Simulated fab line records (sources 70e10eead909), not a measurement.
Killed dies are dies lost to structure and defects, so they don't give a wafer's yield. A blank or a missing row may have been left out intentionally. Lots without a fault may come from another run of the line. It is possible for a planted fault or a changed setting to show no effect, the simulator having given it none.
Matching of chambers ; flow nand-harc ; 4 sister chambers for NHARC_P_GATE_STRIP_108 on rie-diel-11
The step strips in O2. 14 wafers are shown with their chamber, then 7 later ones without.

EACH WAFER AND ITS CHAMBER
wafer;chamber;showerhead-plenum-p-Torr (Torr);drypump-motor-current-A (A);oes-product-au (a.u.)
L641.4;2;3.42;6.3;1.015
L641.5;1;3.53;5.7;0.981
L641.6;3;3.37;4.9;1.002
L642.1;0;3.36;6.0;1.001
L642.5;0;3.36;6.0;1.006
L642.6;1;3.53;5.6;1.000
L645.1;0;3.36;5.9;0.990
L645.3;1;3.53;5.6;0.994
L645.6;1;3.53;5.6;0.983
L646.1;3;3.36;4.9;0.998
L646.3;0;3.35;5.9;0.982
L646.5;3;3.36;4.9;0.991
L648.1;3;3.36;4.9;0.980
L648.3;0;3.35;5.9;0.990

SIGNATURES (means of the wafers above)
reading;chamber 0;chamber 1;chamber 2;chamber 3;scatter within a chamber
showerhead-plenum-p-Torr;3.3560;3.5300;3.4200;3.3625;0.00442
drypump-motor-current-A;5.940;5.625;6.300;4.900;0.0442
oes-product-au;0.99380;0.98950;1.01500;0.99275;0.00945
Rule: for a wafer and a chamber, the distance is found by dividing, reading by reading, the gap between the wafer's reading and the chamber's mean by the reading's scatter, squaring, summing and taking the root. If the next closest chamber is less than 2 further off than the closest, the wafer can't be placed; otherwise it belongs to the closest. The scatter: the root of (the sum of the squares of (reading less its chamber's mean) over the shown wafers, divided by (wafers less chambers)).

WAFERS MISSING THEIR CHAMBER
wafer;showerhead-plenum-p-Torr (Torr);drypump-motor-current-A (A);oes-product-au (a.u.)
L648.5;3.35;5.9;0.998
L662.1;3.36;4.9;1.003
L662.3;3.53;5.6;0.997
L662.6;3.36;4.9;0.994
L664.1;3.41;6.3;1.011
L664.2;3.53;5.6;0.994
L664.3;3.35;6.0;0.991

THE CHAMBER EACH PASSED THROUGH
wafer;from the rows above;in truth
L648.5;0;0
L662.1;3;3
L662.3;1;1
L662.6;3;3
L664.1;2;2
L664.2;1;1
L664.3;0;0
Correct placement for 7 of the 7. Left unplaced by these rows: 0. Wrongly placed: 0.
